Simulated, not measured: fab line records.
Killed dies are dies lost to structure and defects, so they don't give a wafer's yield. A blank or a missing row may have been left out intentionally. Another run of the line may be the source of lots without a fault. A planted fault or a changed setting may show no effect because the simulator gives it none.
Chamber matching	flow nand harc	NHARC_P_M0_DESCUM_14 on rie diel-11 has 4 sister chambers
The step chemistry O2, time 3 s. 8 wafers are shown with their chamber, then 7 later ones without.

== WAFERS PAIRED WITH THEIR CHAMBERS ==
wafer	chamber	showerhead plenum p Torr (Torr)	drypump motor current A (A)
L923.6	2	1.82	5.9
L926.2	2	1.82	5.8
L926.3	3	2.01	5.0
L927.2	3	2.01	5.1
L927.5	0	2.05	5.4
L927.6	1	1.80	6.1
L934.2	1	1.80	6.1
L934.4	0	2.04	5.4

== WAFERS WITH NO CHAMBER GIVEN ==
wafer	showerhead plenum p Torr (Torr)	drypump motor current A (A)
L934.5	1.80	6.0
L939.2	1.81	5.8
L939.4	1.79	6.1
L939.6	1.81	5.8
L941.1	1.81	5.8
L941.4	2.04	5.4
L941.5	1.81	5.8

== WHICH CHAMBER EACH ONE RAN IN ==
wafer	from the rows above	in truth
L934.5	1	1
L939.2	2	2
L939.4	1	1
L939.6	2	2
L941.1	2	2
L941.4	0	0
L941.5	2	2
7 of 7 placed correctly. Not placeable from these rows: 0. Wrongly placed: 0.
How it was worked out, from the rows above alone: a wafer's distance from a chamber is the root of the sum, over the readings, of the square of ((its reading less the chamber's mean) divided by the reading's scatter). If the next closest chamber is less than 2 further off than the closest, the wafer can't be placed; otherwise it belongs to the closest. A chamber's mean is the mean of its shown wafers. The scatter is the square root of a quotient: the sum, over the shown wafers, of each reading's squared deviation from its chamber's mean, divided by wafers minus chambers.
